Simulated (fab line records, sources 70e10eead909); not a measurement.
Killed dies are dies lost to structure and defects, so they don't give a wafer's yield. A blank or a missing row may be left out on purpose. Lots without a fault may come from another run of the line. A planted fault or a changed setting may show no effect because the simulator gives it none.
Which tool did it? | flow nand_harc | 12 lots, 36 wafers sampled, at 5 steps of a route of 1302

WHAT THE GAUGES READ, wafer by wafer
NHARC_THIN_TSV_CD_MEAS_12: target cd 1000 nm. Usual: cd_nm 1001.5 nm, standard deviation 1.4.
lot  | measured     | on        | cd_nm (nm)           | flag
L915 | day 25 11:29 | cd_sem-02 | 999.8 1001.0 1000.0  |
L914 | day 25 12:39 | cd_sem-02 | 1002.6 1001.2 1001.4 |
L916 | day 25 13:52 | cd_sem-02 | 1000.6 999.9 1002.0  |
L917 | day 25 14:56 | cd_sem-02 | 1000.1 1004.5 1003.9 |
L918 | day 25 16:08 | cd_sem-03 | 1001.6 1000.9 1002.7 |
L920 | day 25 17:28 | cd_sem-01 | 1000.7 1001.1 1002.0 |
L919 | day 26 23:43 | cd_sem-03 | 1004.8 1002.7 1004.1 |
L921 | day 27 18:11 | cd_sem-03 | 1003.9 1002.8 1001.8 |
L923 | day 27 22:40 | cd_sem-02 | 1001.7 1001.7 1001.8 |
L926 | day 28 14:01 | cd_sem-01 | 1001.8 1003.3 1002.0 |
L931 | day 30 14:49 | cd_sem-03 | 999.8 999.5 999.3    |
L937 | day 33 22:31 | cd_sem-01 | 1000.9 1001.3 1001.5 |

NHARC_END_SORT_01. Usual: defect_limited_yield 91.3 %, standard deviation 2.8; killed_at_array 54, standard deviation 18; killed_at_other 0.7, standard deviation 0.87; killed_at_periphery 3.7, standard deviation 2.5; killed_dies 59, standard deviation 19; killed_open 3.3, standard deviation 2; killed_short 2.6, standard deviation 1.6; sort_bin_2_pct 3.1 %, standard deviation 1.2; sort_bin_3_pct 0.6 %, standard deviation 0.35; sort_bin_4_pct 5.0 %, standard deviation 1.6; sort_n_pass 618, standard deviation 19; sort_rim_yield_pct 92 %, standard deviation 4.4; sort_yield_pct 91.3 %, standard deviation 2.8.
lot  | measured     | on        | defect_limited_yield (%) | killed_at_array | killed_at_other | killed_at_periphery | killed_dies | killed_open | killed_short | sort_bin_2_pct (%) | sort_bin_3_pct (%) | sort_bin_4_pct (%) | sort_n_pass | sort_rim_yield_pct (%) | sort_yield_pct (%) | flag
L918 | day 27 16:31 | prober-01 | 93.9 92.8 90.0           | 38 46 64        | 0 0 1           | 3 3 3               | 41 49 68    | 1 5 7       | 4 1 4        | 1.9 2.7 3.2        | 0.1 0.9 0.7        | 4.0 3.7 6.1        | 636 628 609 | 94 94 94               | 93.9 92.8 90.0     |
L923 | day 28 17:25 | prober-02 | 80.6 91.0 90.4           | 127 58 63       | 0 0 0           | 4 3 2               | 131 61 65   | 4 6 4       | 2 2 3        | 6.8 4.0 3.2        | 5.2 0.3 1.0        | 7.4 4.7 5.3        | 546 616 612 | 70 88 86               | 80.6 91.0 90.4     | OFF
L926 | day 29 05:12 | prober-01 | 89.2 80.8 88.0           | 69 126 75       | 0 0 0           | 4 4 6               | 73 130 81   | 3 3 6       | 1 2 4        | 5.0 8.0 4.0        | 1.2 5.8 0.4        | 4.6 5.5 7.5        | 604 547 596 | 94 79 91               | 89.2 80.8 88.0     | OFF

WHICH TOOL RAN EACH LOT (tool, then ch and the chambers of the sampled wafers, then the start)
lot  | NHARC_A_M1_ETCH_28                 | NHARC_THIN_TSV_STRIP_45              | NHARC_THIN_TSV_STRIP_62
L915 | rie_diel-08 ch 0,2,3, day 23 06:07 | plasma_asher-01 ch 0,1, day 25 12:35 | plasma_asher-01 ch 0,1, day 25 14:11
L914 | rie_diel-08 ch 1,2,3, day 23 09:15 | plasma_asher-02 ch 0,1, day 25 13:50 | plasma_asher-01 ch 0,1, day 25 15:29
L916 | rie_diel-08 ch 0,2, day 24 08:56   | plasma_asher-01 ch 1, day 25 14:57   | plasma_asher-01 ch 0,1, day 25 16:29
L917 | rie_diel-13 ch 0,2,3, day 24 10:18 | plasma_asher-02 ch 0,1, day 25 15:58 | plasma_asher-01 ch 0,1, day 25 17:39
L918 | rie_diel-13 ch 0,1,2, day 24 14:58 | plasma_asher-02 ch 0,1, day 25 17:19 | plasma_asher-02 ch 0,1, day 25 18:53
L920 | rie_diel-08 ch 1,2, day 24 19:35   | plasma_asher-01 ch 0,1, day 25 18:34 | plasma_asher-02 ch 0,1, day 25 20:08
L919 | rie_diel-08 ch 1,2,3, day 26 04:49 | plasma_asher-01 ch 0,1, day 27 00:44 | plasma_asher-01 ch 0,1, day 27 02:20
L921 | rie_diel-13 ch 0,1,3, day 26 20:14 | plasma_asher-02 ch 0,1, day 27 19:13 | plasma_asher-01 ch 0,1, day 27 20:50
L923 | rie_diel-08 ch 2,3, day 27 02:41   | plasma_asher-01 ch 0,1, day 27 23:47 | plasma_asher-02 ch 0,1, day 28 01:18
L926 | rie_diel-08 ch 1,2,3, day 27 19:12 | plasma_asher-02 ch 0,1, day 28 15:04 | plasma_asher-02 ch 0,1, day 28 16:37
L931 | rie_diel-13 ch 1,2,3, day 29 18:02 | plasma_asher-02 ch 0,1, day 30 15:53 | plasma_asher-02 ch 0,1, day 30 17:25
L937 | rie_diel-13 ch 0,1,3, day 33 02:32 | plasma_asher-02 ch 0,1, day 33 23:44 | plasma_asher-01 ch 0,1, day 34 01:21
- NHARC_A_M1_ETCH_28: etches the open film in CF4/N2, target depth 30 nm, time 72.99 s.
- NHARC_THIN_TSV_STRIP_45: strips in O2.
- NHARC_THIN_TSV_STRIP_62: strips in N2/H2, time 20 s.

WHAT THE TOOLS THEMSELVES READ (means of the sampled wafers that have a number; where no wafer has one, the mark that the record gives instead)
NHARC_A_M1_ETCH_28. Usual: drypump_motor_current_A 5.9 A, standard deviation 0.35; oes_product_au 0.996 a.u., standard deviation 0.0092; rf_vpp_V 313.7 V, standard deviation 1.7; showerhead_plenum_p_Torr 2.60 Torr, standard deviation 0.085; throttle_valve_pct 19.795 %, standard deviation 0.0085.
lot  | tool        | drypump_motor_current_A (A) | oes_product_au (a.u.) | rf_vpp_V (V) | showerhead_plenum_p_Torr (Torr) | throttle_valve_pct (%) | flag
L915 | rie_diel-08 | 6.0                         | 1.006                 | 313.3        | 2.62                            | 19.792                 |
L914 | rie_diel-08 | 6.2                         | 1.004                 | 312.8        | 2.56                            | 19.788                 |
L916 | rie_diel-08 | 5.7                         | 1.011                 | 314.7        | 2.63                            | 19.794                 |
L917 | rie_diel-13 | 5.9                         | 0.991                 | 313.8        | 2.60                            | 19.799                 |
L918 | rie_diel-13 | 5.8                         | 0.996                 | 313.1        | 2.57                            | 19.793                 |
L920 | rie_diel-08 | 6.0                         | 0.993                 | 312.5        | 2.52                            | 19.789                 |
L919 | rie_diel-08 | 6.3                         | 0.988                 | 313.9        | 2.56                            | 19.785                 |
L921 | rie_diel-13 | 5.9                         | 0.997                 | 314.8        | 2.65                            | 19.797                 |
L923 | rie_diel-08 | 6.0                         | 0.994                 | 313.2        | 2.56                            | 19.793                 |
L926 | rie_diel-08 | 6.3                         | 0.994                 | 313.2        | 2.56                            | 19.800                 |
L931 | rie_diel-13 | 5.8                         | 0.993                 | 312.6        | 2.60                            | 19.789                 |
L937 | rie_diel-13 | 5.9                         | 1.003                 | 314.0        | 2.65                            | 19.799                 |

NHARC_THIN_TSV_STRIP_45. Usual: drypump_motor_current_A 5.6 A, standard deviation 0.62; heater_power_w 354 W, standard deviation 37.
lot  | tool            | drypump_motor_current_A (A) | heater_power_w (W) | flag
L915 | plasma_asher-01 | 5.1                         | 380                |
L914 | plasma_asher-02 | 5.9                         | 353                |
L916 | plasma_asher-01 | 5.1                         | 412                |
L917 | plasma_asher-02 | 6.3                         | 369                |
L918 | plasma_asher-02 | 5.9                         | 358                |
L920 | plasma_asher-01 | 5.0                         | 339                |
L919 | plasma_asher-01 | 5.1                         | 376                |
L921 | plasma_asher-02 | 5.9                         | 349                |
L923 | plasma_asher-01 | 5.1                         | 338                |
L926 | plasma_asher-02 | 5.9                         | 351                |
L931 | plasma_asher-02 | 6.3                         | 347                |
L937 | plasma_asher-02 | 6.0                         | 350                |

NHARC_THIN_TSV_STRIP_62. Usual: drypump_motor_current_A 5.5 A, standard deviation 0.6; heater_power_w 354 W, standard deviation 40.
lot  | tool            | drypump_motor_current_A (A) | heater_power_w (W) | flag
L915 | plasma_asher-01 | 5.0                         | 340                |
L914 | plasma_asher-01 | 5.0                         | 339                |
L916 | plasma_asher-01 | 5.1                         | 375                |
L917 | plasma_asher-01 | 5.0                         | 342                |
L918 | plasma_asher-02 | 6.3                         | 371                |
L920 | plasma_asher-02 | 6.2                         | 366                |
L919 | plasma_asher-01 | 5.0                         | 342                |
L921 | plasma_asher-01 | 5.1                         | 381                |
L923 | plasma_asher-02 | 6.2                         | 350                |
L926 | plasma_asher-02 | 5.9                         | 345                |
L931 | plasma_asher-02 | 6.0                         | 347                |
L937 | plasma_asher-01 | 5.1                         | 367                |

THE ANSWER, worked out from the rows above alone
Rule: a lot is off if the mean of its wafers that have a number lies more than 3 standard deviations from the usual mean. A lot without any number at a reading at which 4 lots or more have one is off too. The other lots that the step has rows for count as sound. The gauges are gone through in route order, then the tools' own readings, and for those a lot's mean is taken as printed above. The first step at which some lot is off is used, and at that step the reading that is off furthest; a lot without a number counts as furthest.
Off: L923, L926, at NHARC_END_SORT_01 (sort_bin_3_pct). Neither off nor sound, because the step has no rows for them: L915, L914, L916, L917, L920, L919, L921, L931, L937.
A tool fits if, at a process step before that reading, it ran every lot that is off, and no sound lot after the first of them. The gauges at NHARC_END_SORT_01 are tried like those tools. Can't be told from this: 2 tools fit, rie_diel-08 at NHARC_A_M1_ETCH_28, plasma_asher-02 at NHARC_THIN_TSV_STRIP_62.

WHAT THE SIMULATOR HAD PUT IN
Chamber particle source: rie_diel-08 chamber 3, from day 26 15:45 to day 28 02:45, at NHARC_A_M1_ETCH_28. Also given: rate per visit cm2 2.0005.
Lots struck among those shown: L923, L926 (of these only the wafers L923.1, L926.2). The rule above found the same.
